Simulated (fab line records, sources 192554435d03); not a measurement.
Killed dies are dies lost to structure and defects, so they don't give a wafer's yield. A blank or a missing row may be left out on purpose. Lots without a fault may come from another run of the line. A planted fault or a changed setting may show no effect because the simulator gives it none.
Chamber matching | flow n5_finfet | N5_BEOL_M0_SAQP_PECVD_00 on pecvd-03: 3 sister chambers
The step deposits SiCN from 3MS/NH3, target thk 8 nm, time 14 s. 18 wafers are shown with their chamber, then 9 later ones without.

WAFERS WITH THEIR CHAMBER
wafer  | chamber | throttle_valve_pct (%) | showerhead_vpp_V (V) | showerhead_plenum_p_Torr (Torr)
L075.1 | 1       | 8.7                    | 848                  | 3.661
L075.4 | 2       | 9.5                    | 855                  | 3.663
L075.5 | 1       | 8.8                    | 866                  | 3.652
L076.2 | 2       | 9.6                    | 844                  | 3.650
L076.3 | 1       | 8.7                    | 846                  | 3.655
L076.5 | 1       | 8.5                    | 851                  | 3.644
L077.1 | 1       | 9.0                    | 871                  | 3.652
L077.4 | 2       | 9.9                    | 842                  | 3.657
L077.5 | 1       | 8.7                    | 840                  | 3.661
L078.1 | 0       | 9.2                    | 895                  | 3.672
L078.4 | 1       | 8.8                    | 846                  | 3.645
L078.6 | 2       | 9.7                    | 847                  | 3.646
L079.4 | 0       | 9.2                    | 884                  | 3.655
L079.5 | 1       | 8.6                    | 866                  | 3.643
L079.6 | 2       | 9.7                    | 833                  | 3.651
L080.2 | 2       | 9.4                    | 840                  | 3.648
L080.3 | 0       | 9.4                    | 889                  | 3.671
L080.6 | 1       | 8.8                    | 851                  | 3.650

SIGNATURES (means of the wafers above)
reading                  | chamber 0 | chamber 1 | chamber 2 | scatter within a chamber
throttle_valve_pct       | 9.267     | 8.733     | 9.633     | 0.151
showerhead_vpp_V         | 889.33    | 853.89    | 843.50    | 9.26
showerhead_plenum_p_Torr | 3.66600   | 3.65144   | 3.65250   | 0.00707
Rule: a wafer's distance from a chamber is the root of the sum, over the readings, of the square of ((its reading less the chamber's mean) divided by the reading's scatter). The wafer belongs to the nearest chamber; if the next one is less than 2 further off, it can't be placed. The scatter: the root of (the sum of the squares of (reading less its chamber's mean) over the shown wafers, divided by (wafers less chambers)).

WAFERS WITHOUT THEIR CHAMBER
wafer  | throttle_valve_pct (%) | showerhead_vpp_V (V) | showerhead_plenum_p_Torr (Torr)
L082.1 | 9.0                    | 901                  | 3.664
L082.5 | 8.9                    | 856                  | 3.655
L082.6 | 9.5                    | 839                  | 3.640
L088.1 | 9.5                    | 848                  | 3.650
L088.4 | 8.8                    | 858                  | 3.651
L088.6 | 9.6                    | 888                  | 3.671
L093.2 | 8.8                    | 853                  | 3.652
L093.3 | 9.4                    | 891                  | 3.665
L093.4 | 8.9                    | 855                  | 3.656

WHICH CHAMBER EACH WENT THROUGH
wafer  | from the rows above | in truth
L082.1 | 0                   | 0
L082.5 | 1                   | 1
L082.6 | 2                   | 2
L088.1 | 2                   | 2
L088.4 | 1                   | 1
L088.6 | 0                   | 0
L093.2 | 1                   | 1
L093.3 | 0                   | 0
L093.4 | 1                   | 1
Placed correctly: 9 of 9. Can't be placed from these rows: 0. Placed wrongly: 0.
